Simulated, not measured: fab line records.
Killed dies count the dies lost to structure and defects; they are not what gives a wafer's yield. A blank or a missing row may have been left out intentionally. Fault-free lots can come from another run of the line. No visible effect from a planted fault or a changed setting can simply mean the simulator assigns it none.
Which tool is to blame? | flow nandHarc | 14 lots with 42 wafers sampled at 5 steps, on a route of 1302 steps

WHAT THE GAUGES READ, wafer by wafer
NHARC_A_ONON_D2_THK_MEAS_02: measures by ellipsometry.
lot  | measured     | on           | thkNm (nm)
L509 | day 12 06:41 | filmMetro-01 | 1007 1007 1006
L510 | day 13 11:25 | filmMetro-02 | 1033 1033 1034
L511 | day 13 11:26 | filmMetro-01 | 1027 1028 1027
L513 | day 14 07:46 | filmMetro-02 | 994 993 993
L515 | day 15 19:21 | filmMetro-02 | 1004 1005 1006
L516 | day 15 19:25 | filmMetro-01 | 996 996 995
L517 | day 16 13:13 | filmMetro-02 | 995 997 995
L518 | day 16 20:29 | filmMetro-01 | 1006 1005 1003
L519 | day 17 08:31 | filmMetro-01 | 990 992 989
L521 | day 17 08:22 | filmMetro-02 | 1000 1000 998
L520 | day 17 08:22 | filmMetro-01 | 997 1000 997
L527 | day 20 11:52 | filmMetro-01 | 1009 1011 1009
L528 | day 20 19:46 | filmMetro-02 | 1511 1511 1510 1512 1512 1510
L529 | day 21 01:19 | filmMetro-02 | 1524 1523 1523 1522 1525 1523

WHAT TOOL EACH LOT RAN ON (gives the tool, then ch and the chambers of the sampled wafers, and finally the start)
lot  | NHARC_A_CHANNEL_HOLE_D1_ETCH_39              | NHARC_A_CHANNEL_HOLE_D1_ETCH_21 | NHARC_A_DECK1_JOINT_CMP_13    | NHARC_A_ONON_D2_DEP_00
L509 | rieDiel-05 ch 0,2,3, day 8 18:37 or earlier  | harEtch-01 ch 0,1, day 8 18:37  | cmp-03 ch 0,1,2, day 11 07:44 | pecvdOnon-02 ch 0, day 12 06:17
L510 | rieDiel-06 ch 0,2,3, day 9 18:25 or earlier  | harEtch-02 ch 0,1, day 9 18:25  | cmp-01 ch 0,2,3, day 12 10:25 | pecvdOnon-02 ch 0, day 13 10:55
L511 | rieDiel-05 ch 1,3, day 9 18:55 or earlier    | harEtch-01 ch 0, day 9 18:55    | cmp-03 ch 1,2,3, day 12 10:26 | pecvdOnon-03 ch 0, day 13 10:55
L513 | rieDiel-06 ch 1,3, day 10 15:14 or earlier   | harEtch-02 ch 0,1, day 10 15:14 | cmp-03 ch 1,2,3, day 13 07:37 | pecvdOnon-02 ch 0, day 14 07:15
L515 | rieDiel-06 ch 1,2,3, day 11 22:18 or earlier | harEtch-01 ch 0, day 11 22:18   | cmp-03 ch 1,2, day 14 14:55   | pecvdOnon-02 ch 0, day 15 18:54
L516 | rieDiel-06 ch 0,1,3, day 12 01:26 or earlier | harEtch-02 ch 0,1, day 12 01:26 | cmp-02 ch 0,2,3, day 14 14:57 | pecvdOnon-03 ch 0, day 15 18:54
L517 | rieDiel-06 ch 0,2,3, day 12 11:22 or earlier | harEtch-02 ch 0,1, day 12 11:22 | cmp-03 ch 2,3, day 15 12:33   | pecvdOnon-04 ch 0, day 16 12:50
L518 | rieDiel-06 ch 0,1,2, day 12 23:15 or earlier | harEtch-01 ch 0,1, day 12 23:15 | cmp-03 ch 0,2,3, day 15 16:43 | pecvdOnon-02 ch 0, day 16 20:08
L519 | rieDiel-06 ch 0,2, day 13 07:18 or earlier   | harEtch-02 ch 1, day 13 07:18   | cmp-02 ch 0,3, day 16 04:45   | pecvdOnon-04 ch 0, day 17 08:00
L521 | rieDiel-02 ch 0,1, day 13 13:31 or earlier   | harEtch-02 ch 0,1, day 13 13:31 | cmp-03 ch 1,3, day 16 04:46   | pecvdOnon-03 ch 0, day 17 07:52
L520 | rieDiel-06 ch 2,3, day 13 14:03 or earlier   | harEtch-01 ch 0,1, day 13 14:03 | cmp-01 ch 1,2,3, day 16 04:48 | pecvdOnon-02 ch 0, day 17 07:58
L527 | rieDiel-06 ch 0,1,2, day 16 18:49 or earlier | harEtch-02 ch 0,1, day 16 18:49 | cmp-01 ch 0,2,3, day 19 12:07 | pecvdOnon-02 ch 0, day 20 11:22
L528 | rieDiel-02 ch 0,3, day 17 02:27 or earlier   | harEtch-01 ch 1, day 17 02:27   | cmp-01 ch 0,1,2, day 19 19:02 | pecvdOnon-04 ch 0, day 20 19:19
L529 | rieDiel-02 ch 0,1,2, day 17 10:47 or earlier | harEtch-01 ch 0,1, day 17 10:47 | cmp-02 ch 0,1,3, day 20 02:40 | pecvdOnon-04 ch 0, day 21 00:52
- NHARC_A_CHANNEL_HOLE_D1_ETCH_39: etches the open film in N2/H2, target depth 260 nm, time 325 s.
- NHARC_A_CHANNEL_HOLE_D1_ETCH_21: etches the open film in C4F8/O2/Ar, time 514.3 s, target depth 1600 nm.
- NHARC_A_DECK1_JOINT_CMP_13: polishes, target thk 51.023 nm.
- NHARC_A_ONON_D2_DEP_00: target thk 1000 nm.

WHAT THE TOOLS THEMSELVES READ (means of the sampled wafers that have a number; where no wafer has one, the mark that the record gives instead)
NHARC_A_CHANNEL_HOLE_D1_ETCH_39.
lot  | tool       | drypumpMotorCurrentA (A) | oesProductAu (a.u.) | rfVppV (V) | showerheadPlenumPTorr (Torr) | throttleValvePct (%)
L509 | rieDiel-05 | 5.8                      | 0.996               | 430.5      | 2.02                         | 14.170
L510 | rieDiel-06 | 5.5                      | 0.996               | 430.3      | 2.02                         | 14.171
L511 | rieDiel-05 | 4.9                      | 1.001               | 429.5      | 2.02                         | 14.180
L513 | rieDiel-06 | 5.9                      | 0.998               | 429.3      | 1.99                         | 14.170
L515 | rieDiel-06 | 5.7                      | 0.995               | 429.4      | 2.00                         | 14.170
L516 | rieDiel-06 | 5.5                      | 1.001               | 427.9      | 2.00                         | 14.166
L517 | rieDiel-06 | 5.5                      | 1.002               | 429.2      | 2.01                         | 14.164
L518 | rieDiel-06 | 5.3                      | 1.004               | 429.7      | 2.01                         | 14.165
L519 | rieDiel-06 | 5.3                      | 1.004               | 429.9      | 2.02                         | 14.172
L521 | rieDiel-02 | 5.5                      | 0.997               | 427.0      | 1.93                         | 14.171
L520 | rieDiel-06 | 5.9                      | 1.000               | 429.3      | 2.01                         | 14.180
L527 | rieDiel-06 | 5.3                      | 1.002               | 429.6      | 2.01                         | 14.158
L528 | rieDiel-02 | 5.3                      | 1.007               | 427.8      | 1.95                         | 14.174
L529 | rieDiel-02 | 5.5                      | 1.004               | 428.6      | 1.97                         | 14.173

NHARC_A_CHANNEL_HOLE_D1_ETCH_21.
lot  | tool       | c4f8FlowSccm (sccm) | drypumpMotorCurrentA (A) | showerheadPlenumPTorr (Torr) | throttleValvePct (%)
L509 | harEtch-01 | 89.7                | 6.1                      | 3.67                         | 32.146
L510 | harEtch-02 | 89.1                | 5.3                      | 3.61                         | 32.160
L511 | harEtch-01 | 89.5                | 6.5                      | 3.72                         | 32.147
L513 | harEtch-02 | 89.8                | 5.3                      | 3.60                         | 32.148
L515 | harEtch-01 | 89.4                | 6.5                      | 3.71                         | 32.161
L516 | harEtch-02 | 89.4                | 5.6                      | 3.61                         | 32.163
L517 | harEtch-02 | 89.7                | 5.6                      | 3.61                         | 32.153
L518 | harEtch-01 | 89.3                | 6.1                      | 3.63                         | 32.153
L519 | harEtch-02 | 89.5                | 5.0                      | 3.58                         | 32.162
L521 | harEtch-02 | 89.5                | 5.3                      | 3.58                         | 32.154
L520 | harEtch-01 | 89.4                | 6.1                      | 3.62                         | 32.154
L527 | harEtch-02 | 89.2                | 5.6                      | 3.57                         | 32.152
L528 | harEtch-01 | 89.8                | 5.9                      | 3.56                         | 32.145
L529 | harEtch-01 | 89.3                | 6.1                      | 3.60                         | 32.154

NHARC_A_DECK1_JOINT_CMP_13.
lot  | tool   | motorCurrentA (A) | timeToEndpointS (s)
L509 | cmp-03 | 11.6              | 8.5
L510 | cmp-01 | 12.5              | 7.9
L511 | cmp-03 | 11.6              | 8.1
L513 | cmp-03 | 11.5              | 9.2
L515 | cmp-03 | 11.7              | 10.3
L516 | cmp-02 | 12.0              | 7.8
L517 | cmp-03 | 11.8              | 11.6
L518 | cmp-03 | 11.9              | 10.2
L519 | cmp-02 | 11.2              | 8.5
L521 | cmp-03 | 10.6              | 9.7
L520 | cmp-01 | 13.8              | 11.0
L527 | cmp-01 | 12.6              | 8.1
L528 | cmp-01 | 12.6              | 7.2
L529 | cmp-02 | 11.6              | 9.4

THE ANSWER, worked out from the rows above alone
Rule: what is usual is taken from the lots themselves. Put in order of their means at a reading, lots are off if they are a third of the lots or fewer, leave a main group of 4 or more, and stand apart from it by a gap of 3 or more times the standard deviation of the main group's means; of several such gaps the widest counts. The tables above print the reading to a certain number of digits; a main group whose means all agree to those digits is not used. A lot without any number at a reading at which 4 lots or more have one is off too. The other lots that the step has rows for count as sound. Order of review: gauges by route order, followed by the tools' own readings, for which a lot's mean as printed above is used. At the first step where some lot is off, the reading lying furthest off is the one used; lots without a number count as furthest.
Off at NHARC_A_ONON_D2_THK_MEAS_02 (thkNm): L528, L529. Mean 1005 nm and standard deviation 13 in the main group.
A tool fits if, at a process step before that reading, it ran every lot that is off, and no sound lot after the first of them. The gauges at NHARC_A_ONON_D2_THK_MEAS_02 are tried like those tools. NHARC_A_CHANNEL_HOLE_D1_ETCH_39: start missing for some lots; hours and lot order therefore follow NHARC_A_CHANNEL_HOLE_D1_ETCH_21. Can't be told from this: 4 tools fit, rieDiel-02 at NHARC_A_CHANNEL_HOLE_D1_ETCH_39, harEtch-01 at NHARC_A_CHANNEL_HOLE_D1_ETCH_21, pecvdOnon-04 at NHARC_A_ONON_D2_DEP_00, filmMetro-02 at NHARC_A_ONON_D2_THK_MEAS_02.

WHAT HAD BEEN PUT IN BY THE SIMULATOR
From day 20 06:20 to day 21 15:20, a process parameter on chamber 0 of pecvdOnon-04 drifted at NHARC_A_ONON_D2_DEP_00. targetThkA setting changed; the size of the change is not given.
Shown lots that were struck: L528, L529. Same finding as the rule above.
